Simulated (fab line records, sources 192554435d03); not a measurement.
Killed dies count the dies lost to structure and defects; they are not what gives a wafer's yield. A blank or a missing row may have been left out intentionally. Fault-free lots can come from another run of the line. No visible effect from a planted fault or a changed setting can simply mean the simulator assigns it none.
Matching of chambers || flow n5_finfet || N5_BEOL_M11_DESCUM_16 on rie_diel-06 has 4 sister chambers
The step chemistry O2, time 7.9 s. 14 wafers are shown with their chamber, then 7 later ones without.

WAFERS PAIRED WITH THEIR CHAMBERS
{"wafer": "L078.1", "chamber": 1, "drypump_motor_current_A (A)": 5.3, "throttle_valve_pct (%)": 20.51, "showerhead_plenum_p_Torr (Torr)": 2.12}
{"wafer": "L078.4", "chamber": 2, "drypump_motor_current_A (A)": 5.7, "throttle_valve_pct (%)": 20.81, "showerhead_plenum_p_Torr (Torr)": 2.00}
{"wafer": "L078.6", "chamber": 2, "drypump_motor_current_A (A)": 5.7, "throttle_valve_pct (%)": 20.82, "showerhead_plenum_p_Torr (Torr)": 2.00}
{"wafer": "L080.1", "chamber": 1, "drypump_motor_current_A (A)": 5.3, "throttle_valve_pct (%)": 20.51, "showerhead_plenum_p_Torr (Torr)": 2.12}
{"wafer": "L080.3", "chamber": 3, "drypump_motor_current_A (A)": 6.8, "throttle_valve_pct (%)": 20.19, "showerhead_plenum_p_Torr (Torr)": 2.12}
{"wafer": "L080.4", "chamber": 0, "drypump_motor_current_A (A)": 5.5, "throttle_valve_pct (%)": 20.70, "showerhead_plenum_p_Torr (Torr)": 2.00}
{"wafer": "L081.2", "chamber": 1, "drypump_motor_current_A (A)": 5.3, "throttle_valve_pct (%)": 20.52, "showerhead_plenum_p_Torr (Torr)": 2.11}
{"wafer": "L081.4", "chamber": 3, "drypump_motor_current_A (A)": 6.8, "throttle_valve_pct (%)": 20.20, "showerhead_plenum_p_Torr (Torr)": 2.12}
{"wafer": "L081.6", "chamber": 1, "drypump_motor_current_A (A)": 5.3, "throttle_valve_pct (%)": 20.53, "showerhead_plenum_p_Torr (Torr)": 2.11}
{"wafer": "L087.3", "chamber": 3, "drypump_motor_current_A (A)": 6.8, "throttle_valve_pct (%)": 20.21, "showerhead_plenum_p_Torr (Torr)": 2.11}
{"wafer": "L087.5", "chamber": 2, "drypump_motor_current_A (A)": 5.7, "throttle_valve_pct (%)": 20.85, "showerhead_plenum_p_Torr (Torr)": 2.00}
{"wafer": "L087.6", "chamber": 3, "drypump_motor_current_A (A)": 6.7, "throttle_valve_pct (%)": 20.20, "showerhead_plenum_p_Torr (Torr)": 2.11}
{"wafer": "L089.1", "chamber": 3, "drypump_motor_current_A (A)": 6.8, "throttle_valve_pct (%)": 20.22, "showerhead_plenum_p_Torr (Torr)": 2.11}
{"wafer": "L089.4", "chamber": 2, "drypump_motor_current_A (A)": 5.7, "throttle_valve_pct (%)": 20.88, "showerhead_plenum_p_Torr (Torr)": 1.99}

SIGNATURES (averages over the wafers above)
{"reading": "drypump_motor_current_A", "chamber 0": 5.500, "chamber 1": 5.300, "chamber 2": 5.700, "chamber 3": 6.780, "scatter within a chamber": 0.0283}
{"reading": "throttle_valve_pct", "chamber 0": 20.7000, "chamber 1": 20.5175, "chamber 2": 20.8400, "chamber 3": 20.2040, "scatter within a chamber": 0.0195}
{"reading": "showerhead_plenum_p_Torr", "chamber 0": 2.0000, "chamber 1": 2.1150, "chamber 2": 1.9975, "chamber 3": 2.1140, "scatter within a chamber": 0.00543}
Rule: a wafer lies at a distance from a chamber equal to the root of the sum of squares, over the readings, of (its reading less the chamber's mean, divided by the reading's scatter). If the next closest chamber is less than 2 further off than the closest, the wafer can't be placed; otherwise it belongs to the closest. The scatter: take each reading less its chamber's mean, square it, sum over the shown wafers, divide by the number of wafers less the number of chambers, and take the root.

WAFERS WITH NO CHAMBER GIVEN
{"wafer": "L089.6", "drypump_motor_current_A (A)": 6.8, "throttle_valve_pct (%)": 20.22, "showerhead_plenum_p_Torr (Torr)": 2.11}
{"wafer": "L091.3", "drypump_motor_current_A (A)": 5.5, "throttle_valve_pct (%)": 20.74, "showerhead_plenum_p_Torr (Torr)": 1.99}
{"wafer": "L091.4", "drypump_motor_current_A (A)": 6.8, "throttle_valve_pct (%)": 20.23, "showerhead_plenum_p_Torr (Torr)": 2.11}
{"wafer": "L091.6", "drypump_motor_current_A (A)": 5.3, "throttle_valve_pct (%)": 20.56, "showerhead_plenum_p_Torr (Torr)": 2.11}
{"wafer": "L092.1", "drypump_motor_current_A (A)": 5.7, "throttle_valve_pct (%)": 20.87, "showerhead_plenum_p_Torr (Torr)": 1.99}
{"wafer": "L092.3", "drypump_motor_current_A (A)": 5.5, "throttle_valve_pct (%)": 20.74, "showerhead_plenum_p_Torr (Torr)": 1.99}
{"wafer": "L092.6", "drypump_motor_current_A (A)": 6.7, "throttle_valve_pct (%)": 20.22, "showerhead_plenum_p_Torr (Torr)": 2.11}

EACH ONE'S CHAMBER
{"wafer": "L089.6", "from the rows above": 3, "in truth": 3}
{"wafer": "L091.3", "from the rows above": 0, "in truth": 0}
{"wafer": "L091.4", "from the rows above": 3, "in truth": 3}
{"wafer": "L091.6", "from the rows above": 1, "in truth": 1}
{"wafer": "L092.1", "from the rows above": 2, "in truth": 2}
{"wafer": "L092.3", "from the rows above": 0, "in truth": 0}
{"wafer": "L092.6", "from the rows above": 3, "in truth": 3}
Correct placement for 7 of the 7. Can't be placed from these rows: 0. Wrongly placed: 0.
